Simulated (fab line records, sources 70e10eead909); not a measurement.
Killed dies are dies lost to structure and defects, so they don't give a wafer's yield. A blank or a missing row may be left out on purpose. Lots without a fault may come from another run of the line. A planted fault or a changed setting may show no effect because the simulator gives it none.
Chamber matching | flow nand_harc | NHARC_A_CONTACT_DESCUM_13 on rie_diel-02: 4 sister chambers
The step chemistry O2, time 3 s. 4 wafers are shown with their chamber, then 12 later ones without.

WAFERS WITH THEIR CHAMBER
wafer  | chamber | showerhead_plenum_p_Torr (Torr)
L088.3 | 0       | 2.01
L089.2 | 1       | 1.88
L089.3 | 3       | 1.78
L089.4 | 2       | 1.90

WAFERS WITHOUT THEIR CHAMBER
wafer  | showerhead_plenum_p_Torr (Torr)
L087.1 | 1.78
L087.2 | 1.89
L087.6 | 1.88
L091.2 | 1.88
L091.4 | 1.89
L091.5 | 2.01
L092.4 | 2.01
L092.5 | 1.78
L092.6 | 1.89
L094.2 | 1.89
L094.4 | 1.78
L094.5 | 1.89

WHICH CHAMBER EACH WENT THROUGH
wafer  | from the rows above     | in truth
L087.1 | 3                       | 3
L087.2 | can't be placed: 1 or 2 | 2
L087.6 | 1                       | 1
L091.2 | 1                       | 1
L091.4 | can't be placed: 1 or 2 | 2
L091.5 | 0                       | 0
L092.4 | 0                       | 0
L092.5 | 3                       | 3
L092.6 | can't be placed: 1 or 2 | 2
L094.2 | can't be placed: 1 or 2 | 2
L094.4 | 3                       | 3
L094.5 | can't be placed: 1 or 2 | 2
Placed correctly: 7 of 12. Can't be placed from these rows: 5 (the true chamber is among the candidates in 5). Placed wrongly: 0.
How it was worked out, from the rows above alone: a wafer's distance from a chamber is the root of the sum, over the readings, of the square of ((its reading less the chamber's mean) divided by the reading's scatter). The wafer belongs to the nearest chamber; if the next one is less than 2 further off, it can't be placed. A chamber's mean is the mean of its shown wafers. The scatter: with one shown wafer a chamber, the root of the mean of the squares of how far each hidden wafer lies from its nearest shown one.
